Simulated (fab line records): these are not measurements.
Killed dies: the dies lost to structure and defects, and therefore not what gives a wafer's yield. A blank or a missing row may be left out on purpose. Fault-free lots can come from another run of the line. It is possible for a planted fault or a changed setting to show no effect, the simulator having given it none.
Comparing a struck lot with a sound one ; flow n5-finfet ; 15 out of 1938 route steps
Sound: wafers L843.1, L843.2, L843.5. Struck: wafer L854.3; the same lot's L854.6 was not struck, so it is left out; see the end for the cause.
For every step that has rows: the tool of each side, followed by ch and its chambers, followed by its first start. Under that, the readings that differ: sound wafers ; struck wafers ; difference of the means ; sigmas: that difference in standard deviations of wafers without a fault.
alike: a reading whose means differ by less than 2 such deviations, as well as words and numbers matching on both sides. not compared: withheld readings; readings where some wafer has no value; bounds like >300 that might hide an equal value; numbers whose values overlap and for which the record gives no deviation.
The two part at a step that has a row with sigmas, a row that says differs or no value, or rows on one side only. Numbers that don't overlap but have no deviation are shown without sigmas and don't part them. A reading that every wafer of one side lacks parts them only if that side has two wafers or more.

first, 1 step without rows for these wafers: N5_BEOL_M1_DEVELOP_27 (develop time 30 s).
N5_BEOL_M1_CD_MEAS_28: target cd y 23.3 nm.
  sound on cd-sem-03 ch 0, day 7 09:55; struck on cd-sem-01 ch 0, day 10 01:14
  alike: cd-nm
N5_BEOL_M1_OVL_MEAS_29:
  sound on overlay-01 ch 0, day 7 09:56; struck on overlay-02 ch 0, day 10 01:17
  alike: V0_OVL
N5_BEOL_M1_INSPECT_30: inspects for defects (brightfield).
  sound on defect-inspect-02, day 7 10:00; struck on defect-inspect-02, day 10 01:19
reading;sound;struck;difference;sigmas
raw-defect-count;717 478 532;365;-211;-2
then, 1 step without rows for these wafers: N5_BEOL_M1_DESCUM_33 (chemistry O2, time 7 s).
N5_BEOL_M1_ETCH_77: etches underlayer in N2/H2, target depth 6.5 nm, time 5.2 s.
  sound on rie-diel-06 ch 0,1, day 7 10:10; struck on rie-diel-04 ch 0, day 10 01:23
reading;sound;struck;difference;sigmas
h2-flow-sccm (sccm);199.7 198.5 199.9;201.1;+1.7;+3
throttle-valve-pct (%);18.08 17.39 17.39;18.29;+0.67;+2
  alike: drypump-motor-current-A, etch-rf-on-time-s, oes-product-au, rf-vpp-V, showerhead-plenum-p-Torr
  not compared: rf-hours-counter-h
N5_BEOL_M1_ETCH_69: etches SiARC in CF4, target depth 15.6 nm, time 26 s.
  sound on rie-diel-06 ch 0,1, day 7 10:11; struck on rie-diel-04 ch 0, day 10 01:25
reading;sound;struck;difference;sigmas
etch-rf-on-time-s (s);26.2 24.8 24.9;27.1;+1.8;+2
throttle-valve-pct (%);15.87 15.24 15.24;15.97;+0.52;+2
  alike: drypump-motor-current-A, oes-product-au, rf-vpp-V, showerhead-plenum-p-Torr
  not compared: rf-hours-counter-h
N5_BEOL_M1_ALD_98: deposits SiO2, target thk 2.5 nm, pulse time 1 s, co reactant pulse time 1 s.
  sound on ald-sin-04 ch 1,3, day 7 10:29; struck on ald-sin-03 ch 0, day 10 01:30
  alike: heater-power-w, precursor-pulse-height-rel
N5_BEOL_M1_ETCHBACK_99: etches SiO2 in CHF3, target depth 5 nm, time 10.4 s.
  sound on rie-diel-04 ch 1,3, day 7 23:29; struck on rie-diel-04 ch 3, day 10 09:32
  alike: CHF3_flow_sccm, drypump-motor-current-A, oes-product-au, rf-vpp-V, showerhead-plenum-p-Torr, throttle-valve-pct
  not compared: rf-hours-counter-h
N5_BEOL_M1_ETCH_70: etches SOC in N2/H2, target depth 80 nm, overetch 16 nm, time 120 s.
  sound on rie-diel-04 ch 1,3, day 7 23:31; struck on rie-diel-04 ch 3, day 10 09:34
  alike: drypump-motor-current-A, h2-flow-sccm, oes-product-au, rf-vpp-V, run-length-s, showerhead-plenum-p-Torr, throttle-valve-pct
  not compared: rf-hours-counter-h
then, 2 steps without rows for these wafers: N5_BEOL_M1_STRIP_71 (strips in N2/H2); N5_BEOL_M1_STRIP_78 (strips in N2/H2).
N5_BEOL_M1_VIA_ETCH_34: etches the open film in C4F6/O2, target depth 67.8 nm, time 64.4 s.
  sound on rie-diel-04 ch 1,3, day 7 23:37; struck on rie-diel-04 ch 3, day 10 09:40
reading;sound;struck;difference;sigmas
run-length-s (s);86.8 87.9 87.6;70.7;-16.7;-37
model.etch.depth-nm (nm);69.49 66.17 65.42;52.63;-14.40;
model.SOC_of_BEOL_M1_COAT_67.thk-nm (nm);51.8 52.4 52.6;54.2;+1.9;
  alike: drypump-motor-current-A, oes-product-au, rf-vpp-V, showerhead-plenum-p-Torr, throttle-valve-pct
  not compared: rf-hours-counter-h
then, 1 step without rows for these wafers: N5_BEOL_M1_STRIP_83 (strips in C4F6/O2).
-- the record jumps here: 2 days lie between the struck wafers' starts before and after (it left off in module BEOL_M1 and takes up again in module BEOL_M4, whose first step shown is number 1111 of the route) --
N5_BEOL_M4_RC_MEAS_101:
  sound on prober-02 ch 0, day 10 00:08; struck on prober-01 ch 0, day 12 17:44
reading;sound;struck;difference;sigmas
SS_N (mV/dec);72.3 72.1 72.8;71.1;-1.3;-2
  alike: DIBL_N, DIBL_P, IOFF_N, IOFF_P, ION_N, ION_P, SS_P, VT_N, VT_P

WHERE THEY PART
Earliest at N5_BEOL_M1_INSPECT_30; latest, in this record, at N5_BEOL_M4_RC_MEAS_101.

WHY: what had been put in by the simulator
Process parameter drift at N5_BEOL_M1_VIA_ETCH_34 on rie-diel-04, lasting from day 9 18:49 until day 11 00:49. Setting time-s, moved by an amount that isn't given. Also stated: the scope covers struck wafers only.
